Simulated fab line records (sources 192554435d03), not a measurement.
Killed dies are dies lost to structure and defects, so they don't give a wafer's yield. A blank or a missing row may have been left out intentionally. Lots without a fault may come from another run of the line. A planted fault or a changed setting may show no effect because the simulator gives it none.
Which of the tools did it?	flow n5 finfet	12 lots with 36 wafers sampled at 2 steps, on a route of 1938 steps

== WHAT EACH GAUGE READ, for each wafer ==
N5_ZERO_LAYER_INSPECT_20: inspects for defects (darkfield). Usual: raw defect count 35, standard deviation 18.
lot	measured	on	raw defect count	flag
L730	day 1 13:22	defect inspect-01	34 15 25	
L732	day 2 01:32	defect inspect-02	22 21 15	
L733	day 2 07:25	defect inspect-02	46 29 15	
L734	day 2 13:17	defect inspect-02	25 33 19	
L736	day 3 01:25	defect inspect-01	45 28 64	
L737	day 3 07:23	defect inspect-02	55 43 38	
L738	day 3 13:38	defect inspect-02	49 41 46	
L739	day 3 19:31	defect inspect-02	39 49 37	
L741	day 4 07:31	defect inspect-02	53 30 26	
L747	day 5 19:31	defect inspect-01	20 34 14	
L749	day 6 07:17	defect inspect-01	39 28 10	
L752	day 7 01:26	defect inspect-02	20 36 33	

== EACH LOT AND THE TOOL THAT RAN IT (in order: tool; ch and the chambers of the sampled wafers; start) ==
lot	N5_ZERO_LAYER_ETCH_17
L730	rie diel-04 ch 1,2,3, day 1 12:49
L732	rie diel-04 ch 1,3, day 2 00:56
L733	rie diel-02 ch 1,3, day 2 06:52
L734	rie diel-06 ch 0,2,3, day 2 12:44
L736	rie diel-02 ch 0,2,3, day 3 00:52
L737	rie diel-02 ch 0,1,3, day 3 06:50
L738	rie diel-02 ch 0,1,3, day 3 12:52
L739	rie diel-06 ch 1,3, day 3 18:58
L741	rie diel-04 ch 0,2,3, day 4 06:59
L747	rie diel-06 ch 0,2,3, day 5 18:58
L749	rie diel-04 ch 0,2, day 6 06:46
L752	rie diel-04 ch 0,1,2, day 7 00:50
- N5_ZERO_LAYER_ETCH_17: etches SiO2 in CF4, target depth 12 nm, time 13.3 s.

== AS READ BY THE TOOLS THEMSELVES (means over the sampled wafers that have a number; for cases with no such wafer, the mark the record gives instead) ==
N5_ZERO_LAYER_ETCH_17. Usual: bias w 215.0 W, standard deviation 0.63; drypump motor current A 5.8 A, standard deviation 0.58; oes product au 0.82 a.u., standard deviation 0.09; rf vpp V 948 V, standard deviation 4; showerhead plenum p Torr 2.13 Torr, standard deviation 0.056; throttle valve pct 15.62 %, standard deviation 0.22.
lot	tool	bias w (W)	drypump motor current A (A)	oes product au (a.u.)	rf vpp V (V)	showerhead plenum p Torr (Torr)	throttle valve pct (%)	flag
L730	rie diel-04	215.3	5.3	0.76	947	2.11	15.78	
L732	rie diel-04	215.0	5.4	0.78	947	2.12	15.81	
L733	rie diel-02	214.7	6.5	0.82	954	2.18	15.49	
L734	rie diel-06	215.2	5.7	0.77	949	2.14	15.74	
L736	rie diel-02	214.9	6.3	0.88	948	2.12	15.52	
L737	rie diel-02	215.3	6.2	0.86	950	2.16	15.49	
L738	rie diel-02	215.0	6.2	0.86	949	2.16	15.49	
L739	rie diel-06	214.9	5.6	0.74	953	2.20	15.85	
L741	rie diel-04	215.5	5.6	0.85	945	2.09	15.63	
L747	rie diel-06	214.7	5.7	0.74	948	2.13	15.79	
L749	rie diel-04	215.8	5.5	0.79	944	2.07	15.64	
L752	rie diel-04	215.3	5.4	0.85	946	2.11	15.60	

== THE ANSWER, worked out from the rows above alone ==
Rule: a lot counts as off when the mean over its wafers that have a number is more than 3 standard deviations away from the usual mean. A lot without any number at a reading at which 4 lots or more have one is off too. All remaining lots with rows at the step are treated as sound. First the gauges in route order, then the tools' own readings, where a lot's mean is used as printed above. The first step at which some lot is off is used, and at that step the reading that is off furthest; a lot without a number counts as furthest.
Across all readings shown, no lot is off: no conclusion can be drawn from this.

== WHAT HAD BEEN PUT IN BY THE SIMULATOR ==
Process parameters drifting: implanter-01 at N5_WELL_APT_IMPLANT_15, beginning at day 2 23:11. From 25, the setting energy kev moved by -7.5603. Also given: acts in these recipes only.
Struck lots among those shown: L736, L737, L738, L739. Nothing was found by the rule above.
